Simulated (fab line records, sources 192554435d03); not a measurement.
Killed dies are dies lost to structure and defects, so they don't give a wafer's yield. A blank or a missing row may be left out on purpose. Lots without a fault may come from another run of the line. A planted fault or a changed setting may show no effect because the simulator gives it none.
Which tool did it? | flow n5_finfet | 18 lots, 54 wafers sampled, at 6 steps of a route of 1938

WHAT THE GAUGES READ, wafer by wafer
The record holds no reading of a measuring or inspecting step that can be judged against a usual standard deviation.

WHICH TOOL RAN EACH LOT (tool, then ch and the chambers of the sampled wafers, then the start)
lot  | N5_MOL_CONTACT_COAG_CMP_28    | N5_MOL_CONTACT_COAG_VIA_ETCH_46    | N5_MOL_CONTACT_COAG_STRIP_96       | N5_MOL_CONTACT_COAG_ETCH_65        | N5_MOL_CONTACT_COAG_VIA_ETCH_117   | N5_BEOL_M0_SAQP_STRIP_86
L074 | cmp-02 ch 0,1,2, day 5 00:56  | rie_diel-03 ch 0,3, day 5 02:49    | rie_diel-03 ch 0,3, day 5 02:52    | rie_diel-03 ch 0,2,3, day 5 03:44  | rie_diel-04 ch 1,2,3, day 5 05:41  | rie_diel-01 ch 0,2,3, day 5 12:04
L076 | cmp-04 ch 1,2, day 5 12:55    | rie_diel-05 ch 0,1,3, day 5 14:53  | rie_diel-05 ch 0,1,3, day 5 14:57  | rie_diel-04 ch 1,2, day 5 15:56    | rie_diel-04 ch 1,3, day 5 16:31    | rie_diel-02 ch 0,1, day 5 22:41
L078 | cmp-04 ch 0,1,3, day 6 02:56  | rie_diel-03 ch 1,2,3, day 6 07:25  | rie_diel-03 ch 1,2,3, day 6 07:29  | rie_diel-03 ch 0,1, day 6 08:19    | rie_diel-03 ch 0,1,2, day 6 09:08  | rie_diel-06 ch 1,3, day 6 15:58
L079 | cmp-02 ch 0,2, day 6 07:49    | rie_diel-04 ch 0,3, day 6 10:29    | rie_diel-04 ch 0,3, day 6 10:33    | rie_diel-04 ch 0,1,2, day 6 11:31  | rie_diel-05 ch 2,3, day 6 11:56    | rie_diel-01 ch 0,2,3, day 6 19:19
L080 | cmp-03 ch 0,1,3, day 6 16:51  | rie_diel-04 ch 1,2, day 6 19:00    | rie_diel-04 ch 1,2, day 6 19:04    | rie_diel-03 ch 1,3, day 6 19:49    | rie_diel-04 ch 0,2,3, day 6 21:11  | rie_diel-01 ch 1,2, day 7 03:04
L081 | cmp-04 ch 1,2,3, day 6 20:56  | rie_diel-05 ch 0,2, day 6 22:54    | rie_diel-05 ch 0,2, day 6 22:58    | rie_diel-04 ch 0,1,2, day 6 23:53  | rie_diel-03 ch 0,2,3, day 7 01:07  | rie_diel-06 ch 1,2,3, day 7 07:36
L082 | cmp-04 ch 0,1,3, day 7 00:42  | rie_diel-04 ch 0,1,2, day 7 02:35  | rie_diel-04 ch 0,1,2, day 7 02:39  | rie_diel-05 ch 1,2,3, day 7 03:23  | rie_diel-05 ch 1,2,3, day 7 03:50  | rie_diel-01 ch 0,1,2, day 7 10:30
L083 | cmp-03 ch 0,3, day 7 07:38    | rie_diel-03 ch 1,3, day 7 09:38    | rie_diel-03 ch 1,3, day 7 09:42    | rie_diel-03 ch 1,2,3, day 7 10:34  | rie_diel-03 ch 1,2,3, day 7 11:24  | rie_diel-02 ch 0,2,3, day 7 19:12
L084 | cmp-02 ch 1,2, day 7 11:01    | rie_diel-03 ch 0,2, day 7 13:07    | rie_diel-03 ch 0,2, day 7 13:11    | rie_diel-03 ch 1,2,3, day 7 14:55  | rie_diel-05 ch 0,1,3, day 7 15:22  | rie_diel-06 ch 1,2,3, day 7 23:16
L085 | cmp-04 ch 0,1,2, day 7 23:49  | rie_diel-05 ch 1,2, day 8 02:10    | rie_diel-05 ch 1,2, day 8 02:16    | rie_diel-05 ch 0,2, day 8 03:13    | rie_diel-05 ch 0,1, day 8 03:40    | rie_diel-06 ch 1,2,3, day 8 11:44
L086 | cmp-04 ch 0,1,3, day 8 00:37  | rie_diel-05 ch 0,1,2, day 8 02:57  | rie_diel-05 ch 0,1,2, day 8 03:01  | rie_diel-05 ch 0,2, day 8 04:17    | rie_diel-05 ch 0,1, day 8 04:44    | rie_diel-02 ch 1,3, day 8 14:05
L087 | cmp-02 ch 0,2,3, day 8 10:40  | rie_diel-04 ch 0,1, day 8 12:37    | rie_diel-04 ch 0,1, day 8 12:41    | rie_diel-05 ch 0,3, day 8 13:30    | rie_diel-05 ch 0,3, day 8 14:25    | rie_diel-01 ch 0,3, day 8 21:44
L088 | cmp-04 ch 1,2,3, day 8 14:50  | rie_diel-04 ch 0,1, day 8 18:07    | rie_diel-04 ch 0,1, day 8 18:11    | rie_diel-05 ch 0,2,3, day 8 19:04  | rie_diel-03 ch 0,1,3, day 8 19:43  | rie_diel-01 ch 1,2,3, day 9 02:34
L089 | cmp-04 ch 0,2,3, day 8 15:58  | rie_diel-05 ch 1,3, day 8 19:22    | rie_diel-05 ch 1,3, day 8 19:26    | rie_diel-05 ch 0,2,3, day 8 20:32  | rie_diel-04 ch 0,2, day 8 21:03    | rie_diel-06 ch 1,3, day 9 07:16
L093 | cmp-02 ch 0,1,3, day 9 15:07  | rie_diel-05 ch 1,2, day 9 16:58    | rie_diel-05 ch 1,2, day 9 17:02    | rie_diel-05 ch 0,1,3, day 9 18:02  | rie_diel-05 ch 0,1,3, day 9 18:32  | rie_diel-02 ch 0,1,2, day 10 01:26
L094 | cmp-04 ch 1,2, day 10 05:50   | rie_diel-03 ch 0,1,3, day 10 08:07 | rie_diel-03 ch 0,1,3, day 10 08:11 | rie_diel-03 ch 0,1,3, day 10 08:56 | rie_diel-04 ch 1,2, day 10 09:22   | rie_diel-06 ch 2,3, day 10 16:15
L096 | cmp-04 ch 0,1,3, day 10 14:58 | rie_diel-05 ch 0,1,3, day 10 16:42 | rie_diel-05 ch 0,1,3, day 10 16:46 | rie_diel-05 ch 1,2,3, day 10 17:38 | rie_diel-03 ch 0,1,3, day 10 18:04 | rie_diel-02 ch 1,2,3, day 11 00:56
L097 | cmp-04 ch 0,1, day 10 21:55   | rie_diel-03 ch 0,2, day 11 00:43   | rie_diel-03 ch 0,2, day 11 00:46   | rie_diel-05 ch 1,3, day 11 01:40   | rie_diel-04 ch 0,2, day 11 02:06   | rie_diel-06 ch 1,2,3, day 11 09:02
- N5_MOL_CONTACT_COAG_CMP_28: polishes, stops on SiNx, t overpolish 0.85 s, target thk 14.522 nm.
- N5_MOL_CONTACT_COAG_VIA_ETCH_46: etches SiO2 in C4F6/O2, target depth 46 nm, overetch 9.2 nm, time 40 s.
- N5_MOL_CONTACT_COAG_STRIP_96: strips in N2/H2.
- N5_MOL_CONTACT_COAG_ETCH_65: etches underlayer in N2/H2, target depth 13 nm, time 10.4 s.
- N5_MOL_CONTACT_COAG_VIA_ETCH_117: etches SiO2 in C4F6/O2, target depth 40 nm, overetch 8 nm, time 26 s.
- N5_BEOL_M0_SAQP_STRIP_86: strips in N2/H2.

WHAT THE TOOLS THEMSELVES READ (means of the sampled wafers that have a number; where no wafer has one, the mark that the record gives instead)
N5_MOL_CONTACT_COAG_CMP_28.
lot  | tool   | motor_current_A (A) | slurry_flow_ml_min | time_to_endpoint_s (s)
L074 | cmp-02 | 12.2                | 150.1              | 6.0
L076 | cmp-04 | 10.0                | 150.3              | 4.9
L078 | cmp-04 | 11.5                | 149.8              | 5.0
L079 | cmp-02 | 11.5                | 150.0              | 5.2
L080 | cmp-03 | 12.5                | 149.9              | 5.1
L081 | cmp-04 | 11.5                | 149.9              | 6.0
L082 | cmp-04 | 11.3                | 149.8              | 2.3
L083 | cmp-03 | 12.1                | 149.9              | 8.1
L084 | cmp-02 | 13.1                | 150.7              | 5.8
L085 | cmp-04 | 10.0                | 150.1              | 3.5
L086 | cmp-04 | 11.4                | 149.9              | 3.7
L087 | cmp-02 | 11.6                | 150.3              | 3.7
L088 | cmp-04 | 11.6                | 149.7              | 5.8
L089 | cmp-04 | 10.8                | 149.2              | 3.3
L093 | cmp-02 | 11.8                | 150.0              | 3.0
L094 | cmp-04 | 10.1                | 149.6              | 4.0
L096 | cmp-04 | 11.5                | 149.9              | 3.7
L097 | cmp-04 | 10.4                | 149.9              | 0.6

N5_MOL_CONTACT_COAG_VIA_ETCH_46.
lot  | tool        | drypump_motor_current_A (A) | oes_product_au (a.u.) | rf_vpp_V (V) | showerhead_plenum_p_Torr (Torr) | throttle_valve_pct (%)
L074 | rie_diel-03 | 5.7                         | 0.64                  | 1593         | 2.89                            | 40.5
L076 | rie_diel-05 | 6.0                         | 0.68                  | 1605         | 2.83                            | 40.6
L078 | rie_diel-03 | 5.8                         | 0.77                  | 1559         | 2.79                            | 40.6
L079 | rie_diel-04 | 6.2                         | 0.64                  | 1567         | 2.93                            | 41.7
L080 | rie_diel-04 | 5.7                         | 0.70                  | 1623         | 2.78                            | 40.9
L081 | rie_diel-05 | 5.6                         | 0.81                  | 1579         | 3.02                            | 40.9
L082 | rie_diel-04 | 6.0                         | 0.69                  | 1594         | 2.85                            | 41.3
L083 | rie_diel-03 | 5.7                         | 0.80                  | 1579         | 2.84                            | 40.6
L084 | rie_diel-03 | 5.8                         | 0.64                  | 1595         | 2.85                            | 40.3
L085 | rie_diel-05 | 5.4                         | 0.70                  | 1593         | 2.81                            | 40.6
L086 | rie_diel-05 | 5.8                         | 0.72                  | 1592         | 2.90                            | 40.8
L087 | rie_diel-04 | 6.3                         | 0.67                  | 1564         | 2.91                            | 41.7
L088 | rie_diel-04 | 6.3                         | 0.67                  | 1565         | 2.91                            | 41.7
L089 | rie_diel-05 | 5.6                         | 0.63                  | 1606         | 2.73                            | 40.4
L093 | rie_diel-05 | 5.4                         | 0.68                  | 1592         | 2.80                            | 40.6
L094 | rie_diel-03 | 5.7                         | 0.73                  | 1585         | 2.85                            | 40.5
L096 | rie_diel-05 | 6.0                         | 0.64                  | 1603         | 2.81                            | 40.7
L097 | rie_diel-03 | 5.8                         | 0.70                  | 1604         | 2.96                            | 40.3

N5_MOL_CONTACT_COAG_STRIP_96.
lot  | tool        | drypump_motor_current_A (A) | h2_flow_sccm (sccm) | oes_product_au (a.u.) | power_w (W) | rf_vpp_V (V) | showerhead_plenum_p_Torr (Torr) | throttle_valve_pct (%)
L074 | rie_diel-03 | 5.7                         | 299.4               | 0.71                  | 499.3       | 121.3        | 3.40                            | 18.6
L076 | rie_diel-05 | 6.0                         | 300.4               | 0.77                  | 499.3       | 122.8        | 3.36                            | 18.8
L078 | rie_diel-03 | 5.7                         | 298.8               | 0.87                  | 500.0       | 122.0        | 3.30                            | 18.8
L079 | rie_diel-04 | 6.2                         | 300.8               | 0.71                  | 501.6       | 123.0        | 3.44                            | 19.4
L080 | rie_diel-04 | 5.7                         | 299.4               | 0.78                  | 500.1       | 120.7        | 3.29                            | 18.8
L081 | rie_diel-05 | 5.6                         | 299.5               | 0.91                  | 501.6       | 121.2        | 3.58                            | 18.9
L082 | rie_diel-04 | 6.0                         | 299.9               | 0.78                  | 499.4       | 122.3        | 3.36                            | 19.1
L083 | rie_diel-03 | 5.7                         | 300.3               | 0.91                  | 502.7       | 122.4        | 3.39                            | 19.1
L084 | rie_diel-03 | 5.8                         | 300.2               | 0.69                  | 501.5       | 121.9        | 3.36                            | 18.4
L085 | rie_diel-05 | 5.4                         | 300.2               | 0.78                  | 503.0       | 121.4        | 3.32                            | 18.8
L086 | rie_diel-05 | 5.8                         | 299.6               | 0.81                  | 499.2       | 123.3        | 3.44                            | 18.9
L087 | rie_diel-04 | 6.3                         | 299.7               | 0.76                  | 497.8       | 121.5        | 3.42                            | 19.3
L088 | rie_diel-04 | 6.3                         | 299.8               | 0.75                  | 499.0       | 122.0        | 3.42                            | 19.3
L089 | rie_diel-05 | 5.6                         | 299.8               | 0.70                  | 500.2       | 120.8        | 3.23                            | 18.8
L093 | rie_diel-05 | 5.4                         | 299.9               | 0.76                  | 501.2       | 122.0        | 3.32                            | 18.8
L094 | rie_diel-03 | 5.7                         | 299.7               | 0.81                  | 501.9       | 121.8        | 3.38                            | 18.8
L096 | rie_diel-05 | 6.0                         | 299.8               | 0.72                  | 501.3       | 121.6        | 3.34                            | 18.9
L097 | rie_diel-03 | 5.8                         | 300.5               | 0.77                  | 500.4       | 122.2        | 3.48                            | 18.3

N5_MOL_CONTACT_COAG_ETCH_65.
lot  | tool        | drypump_motor_current_A (A) | etch_rf_on_time_s (s) | h2_flow_sccm (sccm) | oes_product_au (a.u.) | rf_vpp_V (V) | showerhead_plenum_p_Torr (Torr) | throttle_valve_pct (%)
L074 | rie_diel-03 | 5.7                         | 10.89                 | 199.7               | 0.59                  | 522.8        | 2.50                            | 17.69
L076 | rie_diel-04 | 5.7                         | 10.40                 | 200.1               | 0.67                  | 521.8        | 2.49                            | 17.77
L078 | rie_diel-03 | 5.8                         | 10.64                 | 200.0               | 0.72                  | 526.1        | 2.62                            | 17.82
L079 | rie_diel-04 | 6.0                         | 10.32                 | 199.9               | 0.66                  | 523.7        | 2.55                            | 17.96
L080 | rie_diel-03 | 5.7                         | 10.30                 | 199.6               | 0.79                  | 524.0        | 2.56                            | 17.87
L081 | rie_diel-04 | 6.0                         | 10.34                 | 200.6               | 0.66                  | 524.5        | 2.54                            | 17.97
L082 | rie_diel-05 | 5.5                         | 10.45                 | 200.4               | 0.67                  | 525.1        | 2.55                            | 17.70
L083 | rie_diel-03 | 5.7                         | 10.56                 | 200.1               | 0.72                  | 523.4        | 2.49                            | 17.76
L084 | rie_diel-03 | 5.7                         | 10.63                 | 199.8               | 0.71                  | 523.0        | 2.49                            | 17.75
L085 | rie_diel-05 | 5.6                         | 10.47                 | 200.0               | 0.75                  | 527.6        | 2.71                            | 17.70
L086 | rie_diel-05 | 6.1                         | 10.48                 | 199.7               | 0.72                  | 526.8        | 2.70                            | 17.82
L087 | rie_diel-05 | 6.3                         | 10.59                 | 200.3               | 0.65                  | 525.8        | 2.62                            | 17.89
L088 | rie_diel-05 | 5.8                         | 10.55                 | 199.6               | 0.68                  | 525.5        | 2.64                            | 17.77
L089 | rie_diel-05 | 5.8                         | 10.29                 | 200.4               | 0.69                  | 526.9        | 2.64                            | 17.78
L093 | rie_diel-05 | 6.0                         | 10.52                 | 200.0               | 0.62                  | 523.3        | 2.53                            | 17.87
L094 | rie_diel-03 | 5.7                         | 10.47                 | 199.8               | 0.69                  | 524.4        | 2.56                            | 17.72
L096 | rie_diel-05 | 5.5                         | 10.40                 | 199.9               | 0.64                  | 523.8        | 2.54                            | 17.75
L097 | rie_diel-05 | 5.7                         | 10.40                 | 200.4               | 0.59                  | 521.4        | 2.47                            | 17.82

N5_MOL_CONTACT_COAG_VIA_ETCH_117.
lot  | tool        | drypump_motor_current_A (A) | oes_product_au (a.u.) | rf_vpp_V (V) | showerhead_plenum_p_Torr (Torr) | throttle_valve_pct (%)
L074 | rie_diel-04 | 5.8                         | 0.70                  | 1614         | 2.84                            | 41.0
L076 | rie_diel-04 | 6.0                         | 0.73                  | 1602         | 2.90                            | 41.0
L078 | rie_diel-03 | 5.8                         | 0.70                  | 1589         | 2.84                            | 40.6
L079 | rie_diel-05 | 5.3                         | 0.79                  | 1581         | 2.96                            | 40.8
L080 | rie_diel-04 | 5.9                         | 0.64                  | 1596         | 2.85                            | 41.4
L081 | rie_diel-03 | 5.7                         | 0.71                  | 1566         | 2.81                            | 40.6
L082 | rie_diel-05 | 5.5                         | 0.70                  | 1593         | 2.85                            | 40.7
L083 | rie_diel-03 | 5.7                         | 0.76                  | 1559         | 2.79                            | 40.8
L084 | rie_diel-05 | 6.0                         | 0.67                  | 1603         | 2.82                            | 40.8
L085 | rie_diel-05 | 5.9                         | 0.67                  | 1604         | 2.79                            | 40.8
L086 | rie_diel-05 | 5.9                         | 0.67                  | 1604         | 2.79                            | 40.8
L087 | rie_diel-05 | 6.3                         | 0.70                  | 1601         | 2.91                            | 41.0
L088 | rie_diel-03 | 5.7                         | 0.73                  | 1586         | 2.86                            | 40.7
L089 | rie_diel-04 | 6.1                         | 0.64                  | 1576         | 2.86                            | 41.9
L093 | rie_diel-05 | 6.0                         | 0.66                  | 1602         | 2.82                            | 40.8
L094 | rie_diel-04 | 5.9                         | 0.70                  | 1609         | 2.81                            | 41.0
L096 | rie_diel-03 | 5.7                         | 0.71                  | 1586         | 2.85                            | 40.7
L097 | rie_diel-04 | 5.8                         | 0.71                  | 1604         | 2.77                            | 41.5

N5_BEOL_M0_SAQP_STRIP_86.
lot  | tool        | drypump_motor_current_A (A) | h2_flow_sccm (sccm) | oes_product_au (a.u.) | power_w (W) | rf_vpp_V (V) | showerhead_plenum_p_Torr (Torr) | throttle_valve_pct (%)
L074 | rie_diel-01 | 5.6                         | 299.1               | 0.80                  | 500.0       | 120.9        | 3.42                            | 18.85
L076 | rie_diel-02 | 5.4                         | 300.0               | 0.76                  | 500.3       | 121.2        | 3.22                            | 18.85
L078 | rie_diel-06 | 5.5                         | 301.0               | 0.76                  | 501.6       | 120.7        | 3.36                            | 18.88
L079 | rie_diel-01 | 5.6                         | 299.2               | 0.79                  | 499.6       | 122.4        | 3.41                            | 18.88
L080 | rie_diel-01 | 6.2                         | 299.3               | 0.84                  | 498.8       | 122.7        | 3.31                            | 18.88
L081 | rie_diel-06 | 5.4                         | 300.1               | 0.77                  | 500.7       | 121.1        | 3.41                            | 18.94
L082 | rie_diel-01 | 5.8                         | 301.0               | 0.81                  | 499.7       | 122.9        | 3.34                            | 18.93
L083 | rie_diel-02 | 6.0                         | 300.1               | 0.69                  | 500.4       | 121.2        | 3.32                            | 19.07
L084 | rie_diel-06 | 5.4                         | 300.1               | 0.76                  | 500.0       | 122.0        | 3.41                            | 18.94
L085 | rie_diel-06 | 5.4                         | 300.6               | 0.75                  | 500.3       | 121.3        | 3.40                            | 18.96
L086 | rie_diel-02 | 5.6                         | 299.5               | 0.74                  | 501.4       | 120.5        | 3.25                            | 18.78
L087 | rie_diel-01 | 5.7                         | 300.8               | 0.81                  | 500.6       | 123.6        | 3.45                            | 18.68
L088 | rie_diel-01 | 6.0                         | 301.0               | 0.80                  | 500.0       | 121.0        | 3.38                            | 18.88
L089 | rie_diel-06 | 5.5                         | 300.2               | 0.73                  | 498.5       | 120.9        | 3.35                            | 18.91
L093 | rie_diel-02 | 5.6                         | 299.4               | 0.71                  | 500.3       | 120.7        | 3.29                            | 19.05
L094 | rie_diel-06 | 5.4                         | 300.3               | 0.80                  | 501.1       | 121.4        | 3.41                            | 18.88
L096 | rie_diel-02 | 5.8                         | 300.5               | 0.70                  | 499.1       | 121.8        | 3.33                            | 18.97
L097 | rie_diel-06 | 5.4                         | 299.7               | 0.84                  | 500.3       | 121.2        | 3.39                            | 18.86

THE ANSWER, worked out from the rows above alone
Rule: what is usual is taken from the lots themselves. Put in order of their means at a reading, lots are off if they are a third of the lots or fewer, leave a main group of 4 or more, and stand apart from it by a gap of 3 or more times the standard deviation of the main group's means; of several such gaps the widest counts. A main group whose means are all the same, to the digits that the tables above print for the reading, isn't used. A lot without any number at a reading at which 4 lots or more have one is off too. The other lots that the step has rows for count as sound. The gauges are gone through in route order, then the tools' own readings, and for those a lot's mean is taken as printed above. The first step at which some lot is off is used, and at that step the reading that is off furthest; a lot without a number counts as furthest.
No lot is off at any reading shown: from this, nothing can be told.

WHAT THE SIMULATOR HAD PUT IN
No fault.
